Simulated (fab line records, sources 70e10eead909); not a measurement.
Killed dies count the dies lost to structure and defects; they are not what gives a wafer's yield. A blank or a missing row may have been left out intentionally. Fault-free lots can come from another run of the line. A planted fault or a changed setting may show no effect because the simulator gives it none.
Matching of chambers :: flow nand_harc :: rie_diel-06 running NHARC_A_STAIRCASE_TRIM_12: 4 sister chambers
The step chemistry O2, time 211.2 s. 4 wafers are shown with their chamber, then 6 later ones without.

EACH WAFER AND ITS CHAMBER
wafer: L658.3
chamber: 2
drypump_motor_current_A (A): 5.8

wafer: L658.5
chamber: 1
drypump_motor_current_A (A): 5.1

wafer: L668.1
chamber: 3
drypump_motor_current_A (A): 6.4

wafer: L668.3
chamber: 0
drypump_motor_current_A (A): 5.6

WAFERS WITHOUT THEIR CHAMBER
wafer: L668.5
drypump_motor_current_A (A): 6.4

wafer: L672.1
drypump_motor_current_A (A): 5.0

wafer: L672.3
drypump_motor_current_A (A): 6.4

wafer: L672.5
drypump_motor_current_A (A): 5.9

wafer: L674.3
drypump_motor_current_A (A): 5.9

wafer: L674.4
drypump_motor_current_A (A): 5.6

WHICH CHAMBER EACH ONE RAN IN
wafer: L668.5
from the rows above: 3
in truth: 3

wafer: L672.1
from the rows above: 1
in truth: 1

wafer: L672.3
from the rows above: 3
in truth: 3

wafer: L672.5
from the rows above: 2
in truth: 2

wafer: L674.3
from the rows above: 2
in truth: 2

wafer: L674.4
from the rows above: 0
in truth: 0
Correctly placed: 6 of 6. Number that these rows cannot place: 0. Placed wrongly: 0.
How it was worked out, from the rows above alone: a wafer's distance from a chamber is the root of the sum, over the readings, of the square of ((its reading less the chamber's mean) divided by the reading's scatter). The wafer belongs to the nearest chamber; if the next one is less than 2 further off, it can't be placed. The mean given for a chamber averages the wafers shown for that chamber. The scatter: root of mean squared gap, hidden wafer to nearest shown wafer, with one shown wafer a chamber.
